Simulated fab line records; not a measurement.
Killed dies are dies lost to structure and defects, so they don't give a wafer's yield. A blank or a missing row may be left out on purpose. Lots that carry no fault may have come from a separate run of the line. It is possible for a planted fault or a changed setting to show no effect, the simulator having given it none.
Matching of chambers + flow nand_harc + NHARC_P_M2_ETCH_28 on rie_diel-03: 4 sister chambers
The step etches the open film in CF4/N2, target depth 30 nm, time 72.99 s. 8 wafers are shown with their chamber, then 7 later ones without.

WAFERS PAIRED WITH THEIR CHAMBERS
| wafer  | chamber | showerhead_plenum_p_Torr (Torr) | drypump_motor_current_A (A) |
|--------|---------|---------------------------------|-----------------------------|
| L407.3 | 1       | 2.75                            | 6.0                         |
| L407.4 | 0       | 2.50                            | 4.8                         |
| L406.1 | 1       | 2.75                            | 6.0                         |
| L409.2 | 3       | 2.50                            | 5.7                         |
| L409.3 | 2       | 2.83                            | 6.3                         |
| L410.1 | 2       | 2.83                            | 6.2                         |
| L421.1 | 3       | 2.49                            | 5.8                         |
| L421.2 | 0       | 2.49                            | 4.7                         |

WAFERS WHOSE CHAMBER IS MISSING
| wafer  | showerhead_plenum_p_Torr (Torr) | drypump_motor_current_A (A) |
|--------|---------------------------------|-----------------------------|
| L421.4 | 2.50                            | 5.7                         |
| L422.3 | 2.49                            | 4.7                         |
| L422.5 | 2.75                            | 6.0                         |
| L422.6 | 2.50                            | 5.8                         |
| L423.1 | 2.83                            | 6.2                         |
| L423.5 | 2.49                            | 5.8                         |
| L423.6 | 2.83                            | 6.3                         |

EACH ONE'S CHAMBER
| wafer  | from the rows above | in truth |
|--------|---------------------|----------|
| L421.4 | 3                   | 3        |
| L422.3 | 0                   | 0        |
| L422.5 | 1                   | 1        |
| L422.6 | 3                   | 3        |
| L423.1 | 2                   | 2        |
| L423.5 | 3                   | 3        |
| L423.6 | 2                   | 2        |
Correct placement for 7 of the 7. Not placeable from these rows: 0. 0 placed wrongly.
How it was worked out, from the rows above alone: a wafer's distance from a chamber is the root of the sum, over the readings, of the square of ((its reading less the chamber's mean) divided by the reading's scatter). The wafer belongs to the nearest chamber; if the next one is less than 2 further off, it can't be placed. Each chamber's mean is taken over the wafers shown for it. The scatter is the square root of a quotient: the sum, over the shown wafers, of each reading's squared deviation from its chamber's mean, divided by wafers minus chambers.
